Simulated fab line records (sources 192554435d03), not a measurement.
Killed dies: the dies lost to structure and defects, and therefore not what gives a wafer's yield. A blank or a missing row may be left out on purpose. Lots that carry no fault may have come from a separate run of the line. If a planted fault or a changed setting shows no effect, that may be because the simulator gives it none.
fab line records -- flow n5Finfet
record: lots: 7, wafers: 21
route steps=1938 shown BEOL_M5@1142 BEOL_M6@1221 BEOL_M8@1332 BEOL_M10@1474
startH: the number of hours between the record's first day and the start of the first shown wafer of the lot -- waitH: hours since the lot's step before -- " as in the row above -- L1.1+2: one row covering several wafers at once -- - no value, or no start was given -- * or withheld: withheld -- < > ~ a bound
route shown NAME@n: NAME is a module with steps in the file, n the number in the route of the first one -- usual: average and standard deviation across the fault-free wafers -- same: alike in all rows -- chamber/n: place in a boat -- sites: each site's reading -- _std_site: their standard deviation -- _edge_site: mean of outer sites minus mean of inner sites -- radiusMm: how far each site lies from the wafer's centre -- mask NAME#n: copy n -- behind: the most recent tool/chamber to have shaped the wafer -- hold: the reason the lot was held/the length of the hold in hours/how it ended -- device: whichever transistor did not switch (one of n, p or np) -- end of line: the tests these same wafers got at the end of their route -- a step without rows: its recipe alone -- killed: the dies lost at the first sort to structure and to defects; this is not the yield of the wafer -- map: a wafer's dies, x killed, . not, _ none there
set.NAME: the setting the step ran with; set.NAME@STEP: the setting that earlier step ran with -- model.NAME: the simulator's own value behind a step, which no gauge read
lots where settings were altered on purpose, with a table for each step and a row for each wafer
== steps ==
step: N5_BEOL_M5_COAT_22
recipe: resist: CAR-EUV, spinRpm: 1500, resistThkNm: 30
lot.wafer,tool,chamber,startH,waitH,set.spinRpm,model.CAR-EUV_of_BEOL_M5_COAT_22.thkNm
L088.3+5+6,lithoTrack-05,0,-,-,1500,30
L089.2+6,lithoTrack-01,0,-,-,1653,28.6
L089.5,lithoTrack-01,0,-,-,1500,30
L090.4+6,lithoTrack-01,0,-,-,1500,30
L090.5,lithoTrack-01,0,-,-,1599,29.2
L091.3+4,lithoTrack-01,0,-,-,1500,30
L091.5,lithoTrack-01,0,-,-,1436,30.6
L093.3,lithoTrack-01,0,-,-,1500,30.2
L093.4,lithoTrack-01,0,-,-,1500,30
L093.5,lithoTrack-01,0,-,-,1622,28.8
L092.2,lithoTrack-02,0,-,-,1440,30.6
L092.4,lithoTrack-02,0,-,-,1500,29.8
L092.5,lithoTrack-02,0,-,-,1500,30
L094.1+5+6,lithoTrack-01,0,-,-,1500,30
step: N5_BEOL_M5_EBR_24
recipe: solvent: PGMEA, ebrWidthMm: 1.5
step: N5_BEOL_M5_SOFTBAKE_23
recipe: tempC: 110, timeS: 60, resist: CAR-EUV
step: N5_BEOL_M5_DESCUM_33
recipe: chemistry: O2, timeS: 7, sourcePowerW: 50, biasPowerW: 20, pressureMtorr: 20, rfFrequencyHz: 2.712e+07, tempC: 40, resist: CAR-EUV, o2FlowSccm: 225
step: N5_BEOL_M5_ETCH_75
recipe: chemistry: N2/H2, target: underlayer, targetDepthA: 65, maskMaterial: CAR-EUV, timeS: 5.2, ionEnergyEv: 200, pressureMtorr: 30, sourceW: 840, biasW: 150, n2FlowSccm: 200, h2FlowSccm: 200, ends: cleared
step: N5_BEOL_M5_ETCH_67
recipe: chemistry: CF4, target: SiARC, targetDepthA: 156, maskMaterial: CAR-EUV, timeS: 26, ionEnergyEv: 80, pressureMtorr: 40, sourceW: 545, biasW: 36, Ar_flow_sccm: 100, cf4FlowSccm: 100, ends: cleared
lot.wafer,tool,chamber,startH,waitH,set.spinRpm@BEOL_M5_COAT_22,model.CAR-EUV_of_BEOL_M5_COAT_22.thkNm
L088.3+6,rieDiel-03,1,259.26,0.0,1500,11
L088.5,rieDiel-03,2,259.26,0.0,1500,11.2
L089.2,rieDiel-02,2,267.48,0.0,1653,9.8
L089.5,rieDiel-02,3,267.48,0.0,1500,11
L089.6,rieDiel-02,0,267.48,0.0,1653,9.6
L090.4,rieDiel-02,0,281.06,0.0,1500,11.2
L090.5,rieDiel-02,2,281.06,0.0,1599,10.2
L090.6,rieDiel-02,3,281.06,0.0,1500,11
L091.3+4,rieDiel-02,"2,3",283.71,0.0,1500,11
L091.5,rieDiel-02,0,283.71,0.0,1436,11.8
L093.3,rieDiel-02,2,290.89,0.0,1500,11.2
L093.4,rieDiel-02,1,290.89,0.0,1500,11.4
L093.5,rieDiel-02,3,290.89,0.0,1622,9.8
L092.2,rieDiel-03,2,290.98,0.0,1440,12
L092.4,rieDiel-03,3,290.98,0.0,1500,11
L092.5,rieDiel-03,1,290.98,0.0,1500,11.2
L094.1+5+6,rieDiel-03,"0,0,3",297.35,0.0,1500,11.2
step: N5_BEOL_M5_ETCH_68
recipe: chemistry: N2/H2, target: SOC, targetDepthA: 800, overetchA: 160, maskMaterial: SiARC, tempC: 40, timeS: 120, ionEnergyEv: 200, pressureMtorr: 30, sourceW: 840, biasW: 150, n2FlowSccm: 200, h2FlowSccm: 200
lot.wafer,tool,chamber,startH,waitH,set.spinRpm@BEOL_M5_COAT_65,model.etch.depthNm
L088.3,rieDiel-03,1,259.29,0.0,1500,60.34
L088.5,rieDiel-03,2,259.29,0.0,1500,60.11
L088.6,rieDiel-03,1,259.29,0.0,1500,60.32
L089.2,rieDiel-02,2,267.51,0.0,1500,60.12
L089.5,rieDiel-02,3,267.51,0.0,1500,60.01
L089.6,rieDiel-02,0,267.51,0.0,1399,62.2
L090.4,rieDiel-02,0,281.09,0.0,1430,61.47
L090.5,rieDiel-02,2,281.09,0.0,1430,61.5
L090.6,rieDiel-02,3,281.09,0.0,1500,59.96
L091.3,rieDiel-02,2,283.74,0.0,1500,60.19
L091.4,rieDiel-02,3,283.74,0.0,1500,60.12
L091.5,rieDiel-02,0,283.74,0.0,1500,60.18
L093.3,rieDiel-02,2,290.92,0.0,1500,59.99
L093.4,rieDiel-02,1,290.92,0.0,1434,61.59
L093.5,rieDiel-02,3,290.92,0.0,1500,60.15
L092.2+4,rieDiel-03,"2,3",291.01,0.0,1500,60.07
L092.5,rieDiel-03,1,291.01,0.0,1367,62.87
L094.1,rieDiel-03,0,297.37,0.0,1500,59.86
L094.5,rieDiel-03,0,297.37,0.0,1500,60.07
L094.6,rieDiel-03,3,297.37,0.0,1500,60
step: N5_BEOL_M5_STRIP_69
recipe: chemistry: N2/H2, tempC: 40, n2FlowSccm: 200, h2FlowSccm: 200, rfFrequencyHz: 6e+07
step: N5_BEOL_M5_STRIP_76
recipe: chemistry: N2/H2, tempC: 40, n2FlowSccm: 200, h2FlowSccm: 200, rfFrequencyHz: 6e+07
step: N5_BEOL_M5_VIA_ETCH_34
recipe: chemistry: C4F6/O2, target: SiCOH_lowk, targetDepthA: 883, maskMaterial: SOC, taperDeg: 4, timeS: 39.2, ionEnergyEv: 250, pressureMtorr: 30, sourceW: 345, biasW: 185, Ar_flow_sccm: 300, C4F6_flow_sccm: 10, O2_flow_sccm: 10
lot.wafer,tool,chamber,startH,waitH,set.spinRpm@BEOL_M5_COAT_65,model.SOC_of_BEOL_M5_COAT_65.thkNm
L088.3+6,rieDiel-03,1,259.39,0.0,1500,56.2
L088.5,rieDiel-03,2,259.39,0.0,1500,56
L089.2+5,rieDiel-02,"2,3",267.61,0.0,1500,56
L089.6,rieDiel-02,0,267.61,0.0,1399,58.2
L090.4+5,rieDiel-02,"0,2",281.19,0.0,1430,57.4
L090.6,rieDiel-02,3,281.19,0.0,1500,56
L091.3+4,rieDiel-02,"2,3",283.84,0.0,1500,56
L091.5,rieDiel-02,0,283.84,0.0,1500,56.2
L093.3,rieDiel-02,2,291.02,0.0,1500,55.8
L093.4,rieDiel-02,1,291.02,0.0,1434,57.6
L093.5,rieDiel-02,3,291.02,0.0,1500,56.2
L092.2+4,rieDiel-03,"2,3",291.11,0.0,1500,56
L092.5,rieDiel-03,1,291.11,0.0,1367,58.6
L094.1,rieDiel-03,0,297.47,0.0,1500,55.6
L094.5,rieDiel-03,0,297.47,0.0,1500,55.8
L094.6,rieDiel-03,3,297.47,0.0,1500,56
step: N5_BEOL_M5_STRIP_85
recipe: chemistry: C4F6/O2, resist: SiARC, rfFrequencyHz: 6e+07
step: N5_BEOL_M5_STRIP_36
recipe: chemistry: N2/H2, powerW: 450, tempC: 40, pressureMtorr: 20, rfFrequencyHz: 6e+07, overashFraction: 0.3, biasPowerW: 7, h2Frac: 0.5, n2FlowSccm: 200, h2FlowSccm: 200
step: N5_BEOL_M5_STRIP_91
recipe: chemistry: N2/H2, timeS: 10, powerW: 450, tempC: 40, pressureMtorr: 20, rfFrequencyHz: 6e+07, biasPowerW: 7, n2FlowSccm: 200, h2FlowSccm: 200
step: N5_BEOL_M5_HM_STRIP_39
recipe: chemistry: peroxideTinStrip, material: TiN, targetDepthA: 250, tempC: 50, timeS: 158
lot.wafer,tool,chamber,startH,waitH,set.tempC@BEOL_M5_PECVD_70,model.SiO2_of_BEOL_M5_PECVD_70.thkNm
L088.3,wetBench-01,0,259.66,0.0,400,16
L088.5,wetBench-01,7,259.66,0.0,400,15.8
L088.6,wetBench-01,6,259.66,0.0,400,16.2
L089.2,wetBench-05,1,267.88,0.0,383.2,17.4
L089.5,wetBench-05,5,267.88,0.0,400,16.2
L089.6,wetBench-05,0,267.88,0.0,400,15.6
L090.4,wetBench-01,3,281.46,0.0,382.7,17.4
L090.5,wetBench-01,4,281.46,0.0,382.7,17.6
L090.6,wetBench-01,0,281.46,0.0,400,16
L091.3+5,wetBench-06,"0,1",284.11,0.0,400,16
L091.4,wetBench-06,5,284.11,0.0,400,16.4
L093.3+4,wetBench-01,"5,1",291.29,0.0,400,16
L093.5,wetBench-01,4,291.29,0.0,400,16.2
L092.2,wetBench-06,5,291.38,0.0,413.4,13.8
L092.4,wetBench-06,6,291.38,0.0,400,15.4
L092.5,wetBench-06,7,291.38,0.0,413.4,14.4
L094.1,wetBench-06,5,297.75,0.0,400,15.8
L094.5,wetBench-06,3,297.75,0.0,391.9,16.4
L094.6,wetBench-06,7,297.75,0.0,400,16
step: N5_BEOL_M6_COAT_22
recipe: resist: CAR-EUV, spinRpm: 1500, resistThkNm: 30
lot.wafer,tool,chamber,startH,waitH,set.spinRpm,model.CAR-EUV_of_BEOL_M6_COAT_22.thkNm
L088.3+5+6,lithoTrack-03,0,-,-,1500,30
L089.2+6,lithoTrack-03,0,-,-,1500,29.8
L089.5,lithoTrack-03,0,-,-,1357,31.4
L090.4+6,lithoTrack-03,0,-,-,1391,31.2
L090.5,lithoTrack-03,0,-,-,1500,30
L091.3,lithoTrack-02,0,-,-,1453,30.4
L091.4,lithoTrack-02,0,-,-,1500,30
L091.5,lithoTrack-02,0,-,-,1500,29.8
L092.2+5,lithoTrack-02,0,-,-,1500,29.8
L092.4,lithoTrack-02,0,-,-,1500,30
L093.3+4,lithoTrack-03,0,-,-,1417,30.8
L093.5,lithoTrack-03,0,-,-,1500,30
L094.1+6,lithoTrack-04,0,-,-,1500,30
L094.5,lithoTrack-04,0,-,-,1500,30.2
step: N5_BEOL_M6_EBR_24
recipe: solvent: PGMEA, ebrWidthMm: 1.5
step: N5_BEOL_M6_SOFTBAKE_23
recipe: tempC: 110, timeS: 60, resist: CAR-EUV
step: N5_BEOL_M6_DESCUM_33
recipe: chemistry: O2, timeS: 7, sourcePowerW: 50, biasPowerW: 20, pressureMtorr: 20, rfFrequencyHz: 2.712e+07, tempC: 40, resist: CAR-EUV, o2FlowSccm: 225
lot.wafer,tool,chamber,startH,waitH,set.spinRpm@BEOL_M6_COAT_22,model.CAR-EUV_of_BEOL_M6_COAT_22.thkNm
L088.3+6,rieDiel-04,"1,3",273.61,0.4,1500,26
L088.5,rieDiel-04,2,273.61,0.4,1500,26.2
L089.2,rieDiel-04,3,281.37,0.0,1500,25.8
L089.5,rieDiel-04,2,281.37,0.0,1357,27.6
L089.6,rieDiel-04,1,281.37,0.0,1500,26
L090.4+6,rieDiel-01,"0,1",297.21,0.0,1391,27.4
L090.5,rieDiel-01,2,297.21,0.0,1500,26.2
L091.3,rieDiel-04,3,299.39,0.0,1453,26.4
L091.4+5,rieDiel-04,2,299.39,0.0,1500,26
L092.2+5,rieDiel-01,1,301.43,0.0,1500,26
L092.4,rieDiel-01,3,301.43,0.0,1500,26.2
L093.3+4,rieDiel-05,"0,1",309.98,0.1,1417,27
L093.5,rieDiel-05,2,309.98,0.1,1500,26
L094.1+6,rieDiel-05,0,310.38,0.3,1500,26
L094.5,rieDiel-05,2,310.38,0.3,1500,26.2
step: N5_BEOL_M8_ILD_DEP_00
recipe: material: SiCOH_lowk, targetThkA: 1797.5, tempC: 300, precursor: DEMS/porogen, pressureTorr: 5, rfW: 500, timeS: 33.4
lot.wafer,tool,chamber,startH,waitH,set.timeS,model.SiCOH_lowk_of_BEOL_M8_ILD_DEP_00.thkNm
L088.3,pecvd-04,0,285.41,0.0,33.4,179.2
L088.5,pecvd-04,0,285.41,0.0,33.4,183.2
L088.6,pecvd-04,2,285.41,0.0,33.4,182.2
L089.2,pecvd-04,1,293.05,0.0,33.4,181.6
L089.5,pecvd-04,2,293.05,0.0,33.4,182.6
L089.6,pecvd-04,1,293.05,0.0,33.4,181.2
L090.4+5,pecvd-04,"0,1",307.21,0.1,33.4,180.6
L090.6,pecvd-04,2,307.21,0.1,33.4,181.8
L091.3,pecvd-04,0,308.71,0.0,33.4,182
L091.4,pecvd-04,2,308.71,0.0,33.4,184.4
L091.5,pecvd-04,0,308.71,0.0,38.22,209.4
L092.2,pecvd-02,0,314.30,0.0,33.4,177.8
L092.4,pecvd-02,1,314.30,0.0,33.4,181.6
L092.5,pecvd-02,0,314.30,0.0,33.4,182
L093.3,pecvd-02,0,324.52,0.0,33.4,178.8
L093.4,pecvd-02,2,324.52,0.0,33.4,182.2
L093.5,pecvd-02,1,324.52,0.0,33.4,184.4
L094.1,pecvd-02,2,324.79,0.0,30.51,161.6
L094.5,pecvd-02,1,324.79,0.0,30.51,166.4
L094.6,pecvd-02,0,324.79,0.0,33.4,180.2
step: N5_BEOL_M8_CURE_74
recipe: tempC: 385, timeS: 240, ambient: He/Ar, material: SiCOH_lowk
lot.wafer,tool,chamber,startH,waitH,set.timeS@BEOL_M8_ILD_DEP_00,model.SiCOH_lowk_of_BEOL_M8_ILD_DEP_00.thkNm
L088.3,uvCure-03,2,285.64,0.2,33.4,154.6
L088.5,uvCure-03,2,285.64,0.2,33.4,158
L088.6,uvCure-03,2,285.64,0.2,33.4,157.2
L089.2,uvCure-03,2,293.19,0.1,33.4,156.6
L089.5,uvCure-03,2,293.19,0.1,33.4,157.6
L089.6,uvCure-03,2,293.19,0.1,33.4,156.4
L090.4+5,uvCure-03,2,307.49,0.3,33.4,155.8
L090.6,uvCure-03,2,307.49,0.3,33.4,156.8
L091.3,uvCure-02,2,308.93,0.2,33.4,157
L091.4,uvCure-02,2,308.93,0.2,33.4,159
L091.5,uvCure-02,2,308.93,0.2,38.22,180.8
L092.2,uvCure-01,1,314.45,0.1,33.4,153.4
L092.4,uvCure-01,1,314.45,0.1,33.4,156.6
L092.5,uvCure-01,1,314.45,0.1,33.4,157
L093.3,uvCure-01,1,324.75,0.2,33.4,154.2
L093.4,uvCure-01,1,324.75,0.2,33.4,157
L093.5,uvCure-01,1,324.75,0.2,33.4,159
L094.1,uvCure-02,0,324.86,0.0,30.51,139.2
L094.5,uvCure-02,0,324.86,0.0,30.51,143.4
L094.6,uvCure-02,0,324.86,0.0,33.4,155.4
step: N5_BEOL_M8_THK_MEAS_01
recipe: reads: SiCOH_lowk_of_BEOL_M8_ILD_DEP_00
usual: M8_ILD_THK: 155.4/2.1
lot.wafer,tool,chamber,startH,waitH,set.timeS@BEOL_M8_ILD_DEP_00,M8_ILD_THK[nm]
L088.3,filmMetro-02,-,285.99,0.3,33.4,154.5
L088.5,filmMetro-02,-,285.99,0.3,33.4,158.0
L088.6,filmMetro-02,-,285.99,0.3,33.4,157.2
L089.2,filmMetro-02,-,293.63,0.4,33.4,156.4
L089.5,filmMetro-02,-,293.63,0.4,33.4,157.5
L089.6,filmMetro-02,-,293.63,0.4,33.4,156.3
L090.4,filmMetro-01,-,307.76,0.2,33.4,155.9
L090.5,filmMetro-01,-,307.76,0.2,33.4,155.6
L090.6,filmMetro-01,-,307.76,0.2,33.4,156.8
L091.3,filmMetro-01,-,309.28,0.3,33.4,157.0
L091.4,filmMetro-01,-,309.28,0.3,33.4,159.1
L091.5,filmMetro-01,-,309.28,0.3,38.22,180.7
L092.2,filmMetro-01,-,314.88,0.4,33.4,153.3
L092.4,filmMetro-01,-,314.88,0.4,33.4,156.8
L092.5,filmMetro-01,-,314.88,0.4,33.4,156.9
L093.3,filmMetro-02,-,325.10,0.3,33.4,154.1
L093.4,filmMetro-02,-,325.10,0.3,33.4,157.1
L093.5,filmMetro-02,-,325.10,0.3,33.4,159.1
L094.1,filmMetro-02,-,325.85,0.8,30.51,139.2
L094.5,filmMetro-02,-,325.85,0.8,30.51,143.3
L094.6,filmMetro-02,-,325.85,0.8,33.4,155.4
step: N5_BEOL_M8_ETCH_65
recipe: chemistry: CF4, target: SiARC, targetDepthA: 156, maskMaterial: CAR-EUV, timeS: 26, ionEnergyEv: 80, pressureMtorr: 40, sourceW: 545, biasW: 36, Ar_flow_sccm: 100, cf4FlowSccm: 100, ends: cleared
usual: rfVppV: 184.0/1.4
lot.wafer,tool,chamber,startH,waitH,set.sourceW,rfVppV
L088.3,rieDiel-04,2,291.02,0.0,545,183.3
L088.5,rieDiel-04,0,291.02,0.0,545,182.8
L088.6,rieDiel-04,3,291.02,0.0,545,186.2
L089.2,rieDiel-01,1,299.52,0.0,545,183.4
L089.5,rieDiel-01,0,299.52,0.0,545,182.6
L089.6,rieDiel-01,1,299.52,0.0,545,184.8
L090.4,rieDiel-01,2,310.23,0.0,545,184.3
L090.5,rieDiel-01,0,310.23,0.0,545,185.5
L090.6,rieDiel-01,3,310.23,0.0,470.9,193.8
L091.3,rieDiel-01,2,312.41,0.0,545,184.8
L091.4,rieDiel-01,2,312.41,0.0,545,182.8
L091.5,rieDiel-01,1,312.41,0.0,545,183.6
L092.2,rieDiel-04,0,321.43,0.0,545,184.5
L092.4,rieDiel-04,1,321.43,0.0,613.3,178.4
L092.5,rieDiel-04,0,321.43,0.0,613.3,177.5
L093.3,rieDiel-05,3,330.73,0.0,545,184.3
L093.4,rieDiel-05,2,330.73,0.0,545,182.8
L093.5,rieDiel-05,0,330.73,0.0,545,182.9
L094.1,rieDiel-04,2,330.80,0.0,545,184.3
L094.5,rieDiel-04,1,330.80,0.0,545,187.1
L094.6,rieDiel-04,2,330.80,0.0,545,184.0
step: N5_BEOL_M10_HM_DEP_02
recipe: material: TiN, targetThkA: 200, tempC: 25, chamberPressurePa: 0.49996
lot.wafer,tool,chamber,startH,waitH,set.targetThkA,model.TiN_of_BEOL_M10_HM_DEP_02.thkNm
L088.3,pvdSputter-03,-,306.27,2.2,200,20.2
L088.5,pvdSputter-03,-,306.27,2.2,200,19.8
L088.6,pvdSputter-03,-,306.27,2.2,200,20
L089.2+6,pvdSputter-01,-,313.45,0.3,200,20.4
L089.5,pvdSputter-01,-,313.45,0.3,200,20.6
L090.4,pvdSputter-01,-,324.25,0.1,174.3,17.8
L090.5,pvdSputter-01,-,324.25,0.1,174.3,17.4
L090.6,pvdSputter-01,-,324.25,0.1,200,20.2
L091.3+4,pvdSputter-01,-,324.30,0.1,200,20.4
L091.5,pvdSputter-01,-,324.30,0.1,200,20.6
L092.2+4,pvdSputter-02,-,334.48,0.5,188.1,19
L092.5,pvdSputter-02,-,334.48,0.5,200,20.2
L093.3+5,pvdSputter-01,-,346.23,1.6,200,20.2
L093.4,pvdSputter-01,-,346.23,1.6,200,20
L094.1+5,pvdSputter-01,-,346.43,0.5,200,20.8
L094.6,pvdSputter-01,-,346.43,0.5,200,20.6
step: N5_BEOL_M10_ETCH_61
recipe: chemistry: CF4, target: SiARC, targetDepthA: 390, maskMaterial: CAR-ArF, timeS: 65, ionEnergyEv: 80, pressureMtorr: 40, sourceW: 545, biasW: 36, Ar_flow_sccm: 100, cf4FlowSccm: 100, ends: cleared
lot.wafer,tool,chamber,startH,waitH,set.cf4FlowSccm
L088.3+5+6,rieDiel-04,"2,0,3",306.77,0.0,100
L089.2+6,rieDiel-05,"1,3",313.95,0.0,100
L089.5,rieDiel-05,2,313.95,0.0,82.22
L090.4+5,rieDiel-05,3,325.20,0.0,109.3
L090.6,rieDiel-05,2,325.20,0.0,100
L091.3+4+5,rieDiel-01,"1,2,2",325.31,0.0,100
L092.2+5,rieDiel-01,"3,2",335.10,0.0,100
L092.4,rieDiel-01,0,335.10,0.0,113.3
L093.3+5,rieDiel-01,1,346.90,0.0,80.15
L093.4,rieDiel-01,0,346.90,0.0,100
L094.1+5,rieDiel-01,"2,0",347.69,0.0,100
L094.6,rieDiel-01,1,347.69,0.0,85.43
step: N5_BEOL_M10_ETCH_62
recipe: chemistry: N2/H2, target: SOC, targetDepthA: 1100, overetchA: 220, maskMaterial: SiARC, tempC: 40, timeS: 165, ionEnergyEv: 200, pressureMtorr: 30, sourceW: 840, biasW: 150, n2FlowSccm: 200, h2FlowSccm: 200
step: N5_BEOL_M10_STRIP_68
recipe: chemistry: N2/H2, tempC: 40, n2FlowSccm: 200, h2FlowSccm: 200, rfFrequencyHz: 6e+07
step: N5_BEOL_M10_STRIP_67
recipe: chemistry: CF4, resist: SiARC, powerW: 300, biasPowerW: 75, pressureMtorr: 50, cf4FlowSccm: 150, rfFrequencyHz: 6e+07
step: N5_BEOL_M10_HM_OPEN_17
recipe: chemistry: Cl2/BCl3, targetDepthA: 200, overetchA: 60, target: TiN, maskMaterial: SOC, ionEnergyEv: 150, pressureMtorr: 10, icpW: 1000, biasW: 126, Cl2_flow_sccm: 53.25, bcl3FlowSccm: 21.75, Ar_flow_sccm: 25
lot.wafer,tool,chamber,startH,waitH,set.targetThkA@BEOL_M10_HM_DEP_02,model.etch.depthNm
L088.3,rieMetal-03,0,307.04,0.1,200,20.13
L088.5,rieMetal-03,0,307.04,0.1,200,19.8
L088.6,rieMetal-03,1,307.04,0.1,200,19.91
L089.2,rieMetal-03,0,314.22,0.1,200,20.42
L089.5,rieMetal-03,0,314.22,0.1,200,20.68
L089.6,rieMetal-03,0,314.22,0.1,200,20.46
L090.4,rieMetal-03,1,325.47,0.1,174.3,17.8
L090.5,rieMetal-03,0,325.47,0.1,174.3,17.36
L090.6,rieMetal-03,1,325.47,0.1,200,20.15
L091.3,rieMetal-02,0,325.58,0.1,200,20.45
L091.4,rieMetal-02,1,325.58,0.1,200,20.32
L091.5,rieMetal-02,1,325.58,0.1,200,20.63
L092.2,rieMetal-03,1,335.34,0.0,188.1,18.93
L092.4,rieMetal-03,1,335.34,0.0,188.1,18.98
L092.5,rieMetal-03,1,335.34,0.0,200,20.2
L093.3,rieMetal-01,1,347.17,0.1,200,20.21
L093.4,rieMetal-01,0,347.17,0.1,200,20
L093.5,rieMetal-01,1,347.17,0.1,200,20.24
L094.1,rieMetal-01,1,347.93,0.0,200,20.87
L094.5,rieMetal-01,0,347.93,0.0,200,20.74
L094.6,rieMetal-01,1,347.93,0.0,200,20.53
== key ==
split: step: N5_BEOL_M5_COAT_22, setting: spinRpm, stated: 1500, by: wafer
response: step: N5_BEOL_M5_COAT_22, reading: model.CAR-EUV_of_BEOL_M5_COAT_22.thkNm, change: -0.143, per: 1%, r: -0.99
response: step: N5_BEOL_M5_ETCH_67, reading: model.CAR-EUV_of_BEOL_M5_COAT_22.thkNm, change: -0.155, per: 1%, r: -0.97
split: step: N5_BEOL_M6_COAT_22, setting: spinRpm, stated: 1500, by: wafer
response: step: N5_BEOL_M6_COAT_22, reading: model.CAR-EUV_of_BEOL_M6_COAT_22.thkNm, change: -0.163, per: 1%, r: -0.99
response: step: N5_BEOL_M6_DESCUM_33, reading: model.CAR-EUV_of_BEOL_M6_COAT_22.thkNm, change: -0.172, per: 1%, r: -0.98
split: step: N5_BEOL_M8_ILD_DEP_00, setting: timeS, stated: 33.4, by: wafer
response: step: N5_BEOL_M8_ILD_DEP_00, reading: model.SiCOH_lowk_of_BEOL_M8_ILD_DEP_00.thkNm, change: +1.83, per: 1%, r: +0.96
response: step: N5_BEOL_M8_CURE_74, reading: model.SiCOH_lowk_of_BEOL_M8_ILD_DEP_00.thkNm, change: +1.59, per: 1%, r: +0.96
response: step: N5_BEOL_M8_THK_MEAS_01, reading: M8_ILD_THK, change: +1.59, per: 1%, r: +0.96
split: step: N5_BEOL_M8_ETCH_65, setting: sourceW, stated: 545, by: wafer
response: step: N5_BEOL_M8_ETCH_65, reading: rfVppV, change: -0.595, per: 1%, r: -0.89
split: step: N5_BEOL_M10_HM_DEP_02, setting: targetThkA, stated: 200, by: wafer
response: step: N5_BEOL_M10_HM_DEP_02, reading: model.TiN_of_BEOL_M10_HM_DEP_02.thkNm, change: +0.202, per: 1%, r: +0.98
response: step: N5_BEOL_M10_HM_OPEN_17, reading: model.etch.depthNm, change: +0.202, per: 1%, r: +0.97
split: step: N5_BEOL_M10_ETCH_61, setting: cf4FlowSccm, stated: 100, by: wafer
response none clear
split outsideThisFile step=N5_BEOL_M5_PECVD_70 setting=tempC
split outsideThisFile step=N5_BEOL_M5_COAT_65 setting=spinRpm
split outsideThisFile: this setting was split too, and the file shows its column; the key of that split is in another file
